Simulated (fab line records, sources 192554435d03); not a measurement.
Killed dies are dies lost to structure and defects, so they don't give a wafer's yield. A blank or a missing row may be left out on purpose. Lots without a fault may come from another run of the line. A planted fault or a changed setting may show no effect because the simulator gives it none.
Chamber matching | flow n5_finfet | N5_BEOL_M2_PRE_CLEAN_60 on cvd_co-01: 3 sister chambers
The step time 15 s. 20 wafers are shown with their chamber, then 10 later ones without.

WAFERS WITH THEIR CHAMBER
wafer  | chamber | heater_power_w (W)
L076.1 | 1       | 88
L076.3 | 2       | 70
L076.5 | 2       | 70
L078.2 | 1       | 89
L078.3 | 0       | 80
L078.6 | 2       | 68
L080.1 | 0       | 80
L080.4 | 2       | 69
L080.5 | 1       | 91
L085.3 | 0       | 80
L085.4 | 1       | 92
L085.5 | 0       | 83
L088.1 | 1       | 89
L088.2 | 0       | 81
L088.4 | 1       | 92
L087.2 | 0       | 84
L087.3 | 1       | 92
L087.5 | 0       | 80
L093.1 | 1       | 92
L093.3 | 0       | 80

SIGNATURES (means of the wafers above)
reading        | chamber 0 | chamber 1 | chamber 2 | scatter within a chamber
heater_power_w | 81.00     | 90.62     | 69.25     | 1.55
Rule: a wafer's distance from a chamber is the root of the sum, over the readings, of the square of ((its reading less the chamber's mean) divided by the reading's scatter). The wafer belongs to the nearest chamber; if the next one is less than 2 further off, it can't be placed. The scatter: the root of (the sum of the squares of (reading less its chamber's mean) over the shown wafers, divided by (wafers less chambers)).

WAFERS WITHOUT THEIR CHAMBER
wafer  | heater_power_w (W)
L093.5 | 90
L094.1 | 84
L094.3 | 90
L094.4 | 82
L091.1 | 91
L091.2 | 81
L091.4 | 83
L095.3 | 89
L095.4 | 83
L095.6 | 89

WHICH CHAMBER EACH WENT THROUGH
wafer  | from the rows above | in truth
L093.5 | 1                   | 1
L094.1 | 0                   | 0
L094.3 | 1                   | 1
L094.4 | 0                   | 0
L091.1 | 1                   | 1
L091.2 | 0                   | 0
L091.4 | 0                   | 0
L095.3 | 1                   | 1
L095.4 | 0                   | 0
L095.6 | 1                   | 1
Placed correctly: 10 of 10. Can't be placed from these rows: 0. Placed wrongly: 0.
